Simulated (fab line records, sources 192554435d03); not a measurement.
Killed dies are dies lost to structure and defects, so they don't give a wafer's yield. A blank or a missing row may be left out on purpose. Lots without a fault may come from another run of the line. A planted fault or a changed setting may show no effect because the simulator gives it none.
Split-lot experiment | flow n5_finfet | 7 lots, 21 wafers read, on a route of 1938 steps

THE SPLIT
At N5_SD_EPI_P_PEB_07 (peb time 60 s), the setting peb_time_s was moved away from the recipe's 60 s on 10 of the 21 wafers read, by -17.0% to +21.9%. The other wafers ran this setting at the recipe's value.

FROM THE SPLIT TO THE READING: what the file shows between them, 1 step
- N5_SD_EPI_P_DEVELOP_08: develop time 30 s

THE READING
cd_nm, in nm, at N5_SD_EPI_P_CD_MEAS_09 (target cd 240 nm). Fault-free wafers of this fab line usually give 240.2 nm, standard deviation 0.74 nm.

wafer  | tool, chamber at the split | peb_time_s as run, s | against the recipe | cd_nm, nm | against lot-mates on the recipe
L081.1 | litho_track-05, 0          | 60                   | recipe             | 240.2     | -
L081.2 | litho_track-05, 0          | 60                   | recipe             | 240.5     | -
L081.6 | litho_track-05, 0          | 49.8                 | -17.0%             | 233.1     | -7.2
L083.1 | litho_track-05, 0          | 60                   | recipe             | 240.7     | -
L083.2 | litho_track-05, 0          | 73.12                | +21.9%             | 246.8     | +6.1
L083.4 | litho_track-05, 0          | 60                   | recipe             | 240.8     | -
L088.1 | litho_track-05, 0          | 60                   | recipe             | 240.1     | -
L088.5 | litho_track-05, 0          | 60                   | recipe             | 241.3     | -
L088.6 | litho_track-05, 0          | 54.75                | -8.8%              | 238.1     | -2.6
L090.2 | litho_track-03, 0          | 51.25                | -14.6%             | 234.5     | -5.0
L090.3 | litho_track-03, 0          | 51.25                | -14.6%             | 233.0     | -6.5
L090.4 | litho_track-03, 0          | 60                   | recipe             | 239.5     | -
L091.2 | litho_track-03, 0          | 68.26                | +13.8%             | 244.2     | +3.7
L091.3 | litho_track-03, 0          | 68.26                | +13.8%             | 244.7     | +4.2
L091.5 | litho_track-03, 0          | 60                   | recipe             | 240.5     | -
L092.3 | litho_track-02, 0          | 60                   | recipe             | 242.3     | -
L092.4 | litho_track-02, 0          | 60                   | recipe             | 241.7     | -
L092.6 | litho_track-02, 0          | 60                   | recipe             | 242.1     | -
L093.2 | litho_track-02, 0          | 51.56                | -14.1%             | 234.2     | no lot-mate on the recipe
L093.3 | litho_track-02, 0          | 51.56                | -14.1%             | 233.8     | no lot-mate on the recipe
L093.4 | litho_track-02, 0          | 51.56                | -14.1%             | 234.0     | no lot-mate on the recipe

THE FIT
A straight line over all 21 wafers: cd_nm changes by +0.379 nm for each +1% of peb_time_s; r = +0.96; the points scatter about the line by 1.1 nm.
The same after taking each lot's own level away (the mean of its wafers on the recipe; 18 wafers): +0.336 nm for each +1%; r = +0.98; scatter 0.66 nm.
On that fit, the largest move of peb_time_s shifts the reading by 7.3 nm.
The lots' own levels span 239.50 to 242.03 nm, that is 3.4 times the standard deviation above.
So the lot-to-lot level changes the slope: the two fits differ.
Check: with one of the wafers moved furthest among these (+21.9%) left out of the fit, the line predicts +7.57 nm for it against its lot-mates. It came out at +6.05 nm against them.

OTHER SPLITS ON THESE WAFERS
These wafers also went through other splits before the reading. Each is held against what the fit with the lots' levels taken away leaves over:
other split on the same wafers | wafers away from the commonest value | r with cd_nm (lot level and that fit taken away)
N5_SD_EPI_N_PEB_07 peb_temp_c  | 10                                   | -0.14
N5_SD_EPI_P_COAT_35 spin_rpm   | 9                                    | +0.11

THE WHOLE CHAIN: every reading that the file lists as answering this split, in the file's order
step                   | what it does                                     | reading                                                         | change (the file's fit)               | r (the file's)
N5_SD_EPI_P_CD_MEAS_09 | target cd 240 nm                                 | cd_nm                                                           | +0.334 nm for each +1% of the setting | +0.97
N5_SD_EPI_P_DESCUM_14  | chemistry O2, time 7.9 s                         | SD_EPI_P.cd_nm (the simulator's own value, which no gauge read) | +0.337 nm for each +1% of the setting | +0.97
N5_SD_EPI_P_ETCH_37    | etches SOC in N2/H2, overetch 108 nm, time 486 s | SD_EPI_P.cd_nm (the simulator's own value, which no gauge read) | +0.333 nm for each +1% of the setting | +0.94

THE FILE'S OWN FIT
cd_nm changes by +0.334 nm for each +1% of peb_time_s, r = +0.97.
